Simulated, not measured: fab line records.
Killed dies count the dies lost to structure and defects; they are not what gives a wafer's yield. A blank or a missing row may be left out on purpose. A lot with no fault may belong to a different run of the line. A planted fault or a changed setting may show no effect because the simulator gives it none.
Comparing a struck lot with a sound one | flow nandHarc | 12 steps out of a route of 1302
Sound: wafers L383.1, L383.3, L383.5. Wafers L391.1, L391.2, L391.4 were the ones struck. The cause is given at the end.
For every step that has rows: the tool of each side, followed by ch and its chambers, followed by its first start. Under that, the readings that differ: sound wafers | struck wafers | difference of the means | sigmas: that difference in standard deviations of wafers without a fault.
alike: readings with means less than 2 such deviations apart, plus words and numbers identical on both sides. not compared: withheld readings, readings lacking a value on some wafer, bounds such as >300 that could conceal the same value, and numbers that have no deviation in the record and whose values overlap.
The two part at a step that has a row with sigmas, a row that says differs or no value, or rows on one side only. Numbers that have no deviation but don't overlap get no sigmas and don't part them. A reading missing from all wafers of one side parts the sides only when that side holds two or more wafers.

NHARC_A_CHANNEL_FILL_D1_THK_MEAS_06: measures by ellipsometry.
  sound: filmMetro-02 at day 12 14:38; struck: filmMetro-01 at day 16 09:14
  alike: thkNm
NHARC_A_CHANNEL_FILL_D1_ALD_25: deposits SiOx, target thk 60 nm, pulse time 10 s, ald cycles 600.
  sound on aldHk-02 ch 2,3, day 12 14:41; struck on aldHk-04 ch 1,2,3, day 16 09:17
  alike: heaterPowerW, precursorPulseHeightRel
NHARC_A_CHANNEL_FILL_D1_ETCHBACK_08: etches the open film in C4F8, target depth 220 nm, time 110 s.
  sound: rieDiel-07 ch 1,3; struck: rieDiel-11 ch 0,2,3
  alike: oesProductAu, rfVppV, runLengthS
  not compared: rfHoursCounterH
NHARC_A_CHANNEL_FILL_D1_STRIP_29: strips in O2, time 20 s.
  sound: rieDiel-07 ch 1,3; struck: rieDiel-11 ch 0,1,3
  alike: drypumpMotorCurrentA, oesProductAu, rfVppV, showerheadPlenumPTorr, throttleValvePct
  not compared: rfHoursCounterH
then, 3 steps without rows for these wafers: NHARC_A_CHANNEL_FILL_D1_PRECLEAN_30 (cleans in dHF, time 30 s); NHARC_A_CHANNEL_FILL_D1_SRD_31; NHARC_A_CHANNEL_FILL_D1_CVD_09 (deposits poly-Si, target thk 150 nm, time 3000 s).
NHARC_A_CHANNEL_FILL_D1_CMP_10: polishes, target thk 150 nm.
  sound on cmp-03 ch 1,3, day 13 02:13; struck on cmp-03 ch 0,1,2, day 16 20:35
  alike: edgeZonePressureFrac, motorCurrentA, retainingRingPressureFrac, timeToEndpointS
following that, these wafers have no rows for 1 step: NHARC_A_CHANNEL_FILL_D1_SRD_12.
NHARC_A_CHANNEL_FILL_D1_INSPECT_13:
  sound: defectInspect-01 at day 13 02:38; struck: defectInspect-02 at day 16 21:01
  alike: rawDefectCount
NHARC_A_DECK1_JOINT_ETCHBACK_07: etches the open film in HBr, target depth 105 nm, time 26.9 s.
  sound on rieSi-01 ch 0,2,3, day 13 02:43; struck on rieSi-02 ch 0,2,3, day 16 21:04
reading        | sound          | struck         | difference | sigmas
runLengthS (s) | 48.2 48.3 49.4 | 37.8 37.3 36.8 | -11.3      | -31
  alike: drypumpMotorCurrentA, oesProductAu, throttleValvePct
  not compared: rfHoursCounterH
then, 1 step without rows for these wafers: NHARC_A_DECK1_JOINT_ETCH_25 (etches SiO2 in dHF, target depth 0.5 nm).

== WHERE THEY PART ==
At NHARC_A_DECK1_JOINT_ETCHBACK_07 and nowhere else, as far as this record goes.

WHY: whatever the simulator had introduced
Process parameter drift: rieSi-02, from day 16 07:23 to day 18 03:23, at NHARC_A_DECK1_JOINT_ETCHBACK_07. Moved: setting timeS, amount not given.
